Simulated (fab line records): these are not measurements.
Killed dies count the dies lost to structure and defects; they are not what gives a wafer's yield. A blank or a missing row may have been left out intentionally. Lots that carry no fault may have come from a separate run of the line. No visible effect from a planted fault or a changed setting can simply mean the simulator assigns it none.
A lot that was struck, set against a sound lot    flow n5 finfet    35 steps out of a route of 1938
Sound: the wafers L767.1, L767.2, L767.5. Struck: wafers L777.1, L777.4, L777.6. The cause is named last.
For every step that has rows: the tool of each side, followed by ch and its chambers, followed by its first start. Under that, the readings that differ: sound wafers    struck wafers    difference of the means    sigmas: that difference in standard deviations of wafers without a fault.
alike: words and numbers the same on both sides, and readings whose means are apart by under 2 such deviations; not compared: readings that were withheld, readings missing a value for some wafer, numbers with overlapping values and no deviation given by the record, and bounds like >300 which may hide the same value.
The two part at a step that has a row with sigmas, a row that says differs or no value, or rows on one side only. Non-overlapping numbers with no deviation appear without sigmas and do not part them. A reading that every wafer of one side lacks parts them only if that side has two wafers or more.

first, 9 steps without rows for these wafers: N5_BEOL_M13_COAT_66 (time 60 s, resist thk 110 nm); N5_BEOL_M13_COAT_22 (resist thk 300 nm); N5_BEOL_M13_EBR_24; N5_BEOL_M13_SOFTBAKE_23 (time 60 s); N5_BEOL_M13_EXPOSE_25 (exposes mask M13, target cd 210 nm); N5_BEOL_M13_PEB_26 (peb time 90 s); N5_BEOL_M13_DEVELOP_27 (develop time 45 s); N5_BEOL_M13_HARDBAKE_32 (time 120 s); N5_BEOL_M13_DESCUM_33 (chemistry O2, time 7.9 s).
N5_BEOL_M13_ETCH_67: etches SiARC in CF4, target depth 143 nm, time 238.3 s.
  sound on rie diel-02 ch 0,2,3, day 14 02:21; struck on rie diel-02 ch 1,2, day 15 23:34
  alike: chamber pressure mTorr, drypump motor current A, etch rf on time s, oes product au, rf vpp V, showerhead plenum p Torr, throttle valve pct
  not compared: rf hours counter h
then, 24 steps without rows for these wafers: N5_BEOL_M13_ETCH_68 (etches SOC in N2/H2, time 355 s); N5_BEOL_M13_STRIP_69 (strips in N2/H2); N5_BEOL_M13_TRENCH_ETCH_34 (etches SiOC in C4F8/O2/Ar, target depth 413.47 nm, time 162.6 s); N5_BEOL_M13_STRIP_70 (strips in C4F8/O2/Ar); N5_BEOL_M13_STRIP_37 (strips in N2/H2); N5_BEOL_M13_ETCH_38 (etches SiCN in CF4/N2, target depth 67.5 nm, time 71.9 s); N5_BEOL_M13_PRECLEAN_39 (cleans in residue remover, time 60 s); N5_BEOL_M13_SRD_40 (time 30 s, dry time 30 s); N5_BEOL_M13_DEGAS_41 (time 60 s); N5_BEOL_M13_PRE_CLEAN_42 (time 30 s); N5_BEOL_M13_SPUTTER_43 (material TaN, target thk 15 nm, time 24.19 s); N5_BEOL_M13_SPUTTER_44 (material Ta, target thk 10 nm, time 16.13 s); N5_BEOL_M13_SPUTTER_45 (material Cu, target thk 80 nm, time 13.33 s); N5_BEOL_M13_ECD_47 (material Cu, target thk 936 nm); N5_BEOL_M13_ANNEAL_48 (time 90 s); N5_BEOL_M13_CMP_49 (polishes, stops on SiOC, t overpolish 17.1 s, target thk 420 nm); N5_BEOL_M13_PRE_CLEAN_52 (time 15 s); N5_BEOL_M13_DEP_53 (deposits SiCN from 3MS/NH3, target thk 50 nm, time 17.8 s); N5_BEOL_M14_ILD_DEP_00 (deposits SiO2 from TEOS/O2, target thk 1119.3 nm, time 237.4 s); N5_BEOL_M14_COAT_58 (time 60 s, resist thk 89 nm); N5_BEOL_M14_COAT_04 (resist thk 800 nm); N5_BEOL_M14_EBR_06; N5_BEOL_M14_SOFTBAKE_05 (time 60 s); N5_BEOL_M14_EXPOSE_07 (exposes mask V13).
N5_PASSIVATION_PROBE_49:
  struck on prober-01, day 17 05:07; sound on prober-02, day 15 12:07
reading                   sound           struck          difference  sigmas
defect limited yield (%)  92.3 92.4 93.4  84.7 86.2 85.1  -7.4        -5
killed_at_M4_up           10 23 16        96 86 90        +74         +14
killed dies               91 90 78        180 163 176     +87         +5
killed on rim             11 12 12        30 26 26        +16         +3
sort_bin_5_function (%)   4.7 4.5 4.7     8.9 8.1 8.2     +3.8        +4
sort n pass               1089 1090 1102  1000 1017 1004  -87         -5
sort yield pct (%)        92.3 92.4 93.4  84.7 86.2 85.1  -7.4        -5
  alike: killed_at_M0_to_M3, killed at contacts, killed at front end, killed at other, killed open, killed short, sort_bin_6_memory

== WHERE THEY PART ==
At N5_PASSIVATION_PROBE_49 and nowhere else, as far as this record goes.

WHY: the cause the simulator had injected
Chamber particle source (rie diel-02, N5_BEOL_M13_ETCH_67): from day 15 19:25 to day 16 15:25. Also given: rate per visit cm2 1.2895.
